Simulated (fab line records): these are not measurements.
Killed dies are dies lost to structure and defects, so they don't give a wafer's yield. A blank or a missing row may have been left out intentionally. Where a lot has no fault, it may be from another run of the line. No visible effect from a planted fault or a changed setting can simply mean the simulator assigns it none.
Lot-split experiment ; flow n5_finfet ; 39 wafers read across 7 lots, on a route 1938 steps long

== ON THE SPLIT ==
At N5_HKMG_FIN_ETCH_35 (etches SOC in N2/H2, target depth 215.8 nm, time 243.4 s), the setting bias_w was moved away from the recipe's 5 W on 15 of the 39 wafers read, by -11.6% to +13.6%. The other wafers ran this setting at the recipe's value.

The reading is taken at the split's own step.

== THE READING ==
rf_vpp_V, in V, at N5_HKMG_FIN_ETCH_35 (etches SOC in N2/H2, target depth 215.8 nm, time 243.4 s). Typical for fault-free wafers on this fab line: 141.6 V, with standard deviation 1 V.

wafer;tool, chamber at the split;bias_w as run, W;against the recipe;rf_vpp_V, V;against lot-mates on the recipe
L076.1;rie_diel-06, 3;5;recipe;141.9;-
L076.2;rie_diel-06, 1;5;recipe;142.4;-
L076.3;rie_diel-06, 0;5;recipe;142.8;-
L076.4;rie_diel-06, 3;5;recipe;141.1;-
L076.5;rie_diel-06, 0;5;recipe;143.6;-
L076.6;rie_diel-06, 1;5;recipe;143.4;-
L077.1;rie_diel-03, 2;5;recipe;140.4;-
L077.2;rie_diel-03, 0;5.592;+11.8%;152.9;+12.0
L077.3;rie_diel-03, 3;5.592;+11.8%;152.7;+11.8
L077.4;rie_diel-03, 1;5;recipe;141.7;-
L077.5;rie_diel-03, 3;5.592;+11.8%;153.2;+12.3
L077.6;rie_diel-03, 0;5;recipe;140.7;-
L078.1;rie_diel-06, 2;4.419;-11.6%;130.7;-10.7
L078.2;rie_diel-06, 3;5;recipe;141.6;-
L078.3;rie_diel-06, 0;5;recipe;142.1;-
L078.4;rie_diel-06, 1;4.419;-11.6%;130.9;-10.5
L078.5;rie_diel-06, 2;5;recipe;140.5;-
L078.6;rie_diel-06, 1;4.419;-11.6%;131.1;-10.3
L082.1;rie_diel-06, 2;5.678;+13.6%;152.9;+11.3
L082.2;rie_diel-06, 1;5.678;+13.6%;153.7;+12.1
L082.3;rie_diel-06, 3;5;recipe;141.5;-
L082.4;rie_diel-06, 0;5;recipe;141.9;-
L082.5;rie_diel-06, 1;5;recipe;141.3;-
L082.6;rie_diel-06, 0;5.678;+13.6%;154.4;+12.8
L086.1;rie_diel-03, 0;5;recipe;141.6;-
L086.2;rie_diel-03, 3;4.503;-9.9%;132.2;-9.3
L086.3;rie_diel-03, 2;4.503;-9.9%;131.9;-9.6
L086.4;rie_diel-03, 1;5;recipe;142.2;-
L086.5;rie_diel-03, 2;4.503;-9.9%;131.8;-9.7
L086.6;rie_diel-03, 1;5;recipe;140.8;-
L091.1;rie_diel-01, 2;5;recipe;142.8;-
L091.3;rie_diel-01, 0;5;recipe;141.7;-
L091.5;rie_diel-01, 1;5;recipe;142.6;-
L094.1;rie_diel-01, 3;5.368;+7.4%;150.7;+8.9
L094.2;rie_diel-01, 1;5;recipe;142.0;-
L094.3;rie_diel-01, 2;5;recipe;141.8;-
L094.4;rie_diel-01, 0;5.368;+7.4%;148.8;+7.0
L094.5;rie_diel-01, 1;5;recipe;141.6;-
L094.6;rie_diel-01, 0;5.368;+7.4%;148.6;+6.8

FIT RESULTS
A straight line over all 39 wafers: rf_vpp_V changes by +0.936 V for each +1% of bias_w; r = +0.99; the points scatter about the line by 0.81 V.
The same after taking each lot's own level away (the mean of its wafers on the recipe; 39 wafers): +0.944 V for each +1%; r = +0.99; scatter 0.7 V.
On that fit, the largest move of bias_w shifts the reading by 13 V.
The lots' own levels span 140.93 to 142.53 V, that is 1.6 times the standard deviation above.
So the lot-to-lot level changes the slope little: the two slopes agree.
Check: for one of the wafers moved furthest among these (+13.6%), held out of the fit, the line's prediction against its lot-mates is +13.1 V. Against them it came out at +11.3 V.
Tool readings at the split's step, against how far the setting was moved: rf_vpp_V r = +0.99.

== OTHER SPLITS APPLIED TO THESE WAFERS ==
Other splits were also applied to these wafers ahead of the reading. Each is held against what the fit with the lots' levels taken away leaves over:
other split on the same wafers;wafers away from the commonest value;r with rf_vpp_V (lot level and that fit taken away)
N5_FIN_SAQP_MANDREL_ETCH_22 icp_w;18;-0.17
N5_FIN_SAQP_SPACER1_ALD_24 ald_cycles;6;-0.18
N5_SD_EPI_N_EPI_21 pressure_torr;18;+0.11

== FILE'S OWN FIT ==
rf_vpp_V changes by +0.946 V for each +1% of bias_w, r = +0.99.
